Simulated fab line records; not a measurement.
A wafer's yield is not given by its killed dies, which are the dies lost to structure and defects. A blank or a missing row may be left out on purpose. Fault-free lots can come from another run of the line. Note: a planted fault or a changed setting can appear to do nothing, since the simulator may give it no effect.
A lot that was struck, set against a sound lot ; flow n5-finfet ; 13 steps out of a route of 1938
Sound: these wafers, L414.3, L414.4, L414.6. Struck: wafer L421.1 (left out: L421.2, a lot-mate that was not struck); the cause follows at the end.
Order at every step that has rows: each side's tool, ch and its chambers, its first start. Under that, the readings that differ: sound wafers ; struck wafers ; difference of the means ; sigmas: that difference in standard deviations of wafers without a fault.
alike: readings whose means differ by less than 2 such deviations, and words and numbers that are the same on both sides. not compared: withheld readings, readings that some wafer has no value for, bounds like >300 that may hide the same value, and numbers for which the record gives no deviation and whose values overlap.
Wherever a step has rows on one side only, a row that says differs or no value, or a row with sigmas, the two part there. Numbers that have no deviation but don't overlap get no sigmas and don't part them. A reading missing from all wafers of one side parts the sides only when that side holds two or more wafers.

N5_BEOL_M14_OCD_MEAS_35:
  sound: ocd-01 at day 11 01:13; struck: ocd-01 at day 12 21:56
  alike: trench-depth-nm
then, 1 step without rows for these wafers: N5_BEOL_M14_STRIP_37 (strips in O2).
N5_BEOL_M14_ETCH_38: etches SiCN in CF4/N2, target depth 106.5 nm, time 120.6 s.
  sound: rie-diel-05 ch 1,2,3; struck: rie-diel-05 ch 1
  alike: drypump-motor-current-A, n2-flow-sccm, oes-product-au, rf-vpp-V, showerhead-plenum-p-Torr, throttle-valve-pct
  not compared: rf-hours-counter-h
then, 3 steps without rows for these wafers: N5_BEOL_M14_PRECLEAN_39 (cleans in residue remover, time 60 s); N5_BEOL_M14_SRD_40 (time 30 s, dry time 30 s); N5_BEOL_M14_DEGAS_41 (time 60 s).
N5_BEOL_M14_PRE_CLEAN_42: time 30 s.
  sound: pvd-sputter-01 at day 11 01:46; struck: pvd-sputter-03 at day 13 02:41
  alike: heater-power-w
then, 1 step without rows for these wafers: N5_BEOL_M14_SPUTTER_43 (material TaN, target thk 15 nm, time 24.19 s).
N5_BEOL_M14_SPUTTER_44: material Ta, target thk 15 nm, time 24.19 s.
  sound: pvd-sputter-01 at day 11 01:53; struck: pvd-sputter-03 at day 13 02:48
  alike: cathode-dc-power-W, throttle-valve-pct
N5_BEOL_M14_SPUTTER_45: material Cu, target thk 100 nm, time 16.67 s.
  sound: pvd-sputter-01 at day 11 01:58; struck: pvd-sputter-03 at day 13 02:53
  alike: cathode-dc-power-W, throttle-valve-pct
then, 1 step without rows for these wafers: N5_BEOL_M14_ECD_47 (material Cu, target thk 1248 nm).
N5_BEOL_M14_ANNEAL_48: time 90 s.
  sound on rtp-anneal-01 ch 0, day 11 02:56; struck on rtp-anneal-01 ch 0, day 13 04:04
  alike: wafer_temp_C_max
N5_BEOL_M14_CMP_49: polishes, stops on SiO2, t overpolish 5.2 s, target thk 560 nm.
  sound on cmp-04 ch 1,2,3, day 11 03:14; struck on cmp-04 ch 1, day 13 04:25
reading;sound;struck;difference;sigmas
barrier-field-endpoint-s (s);11.41 11.25 11.40;6.40;-4.95;-25
overpolish-run-s (s);5.202 5.193 5.187;5.220;+0.026;+3
time-to-endpoint-s (s);125.5 122.8 123.9;72.1;-52.0;-17
  alike: motor-current-A

## WHERE THEY PART
Only at N5_BEOL_M14_CMP_49, as far as this record shows.

WHY: what the simulator had put in
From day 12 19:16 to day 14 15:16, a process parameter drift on cmp-04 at N5_BEOL_M14_CMP_49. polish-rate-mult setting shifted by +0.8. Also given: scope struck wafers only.
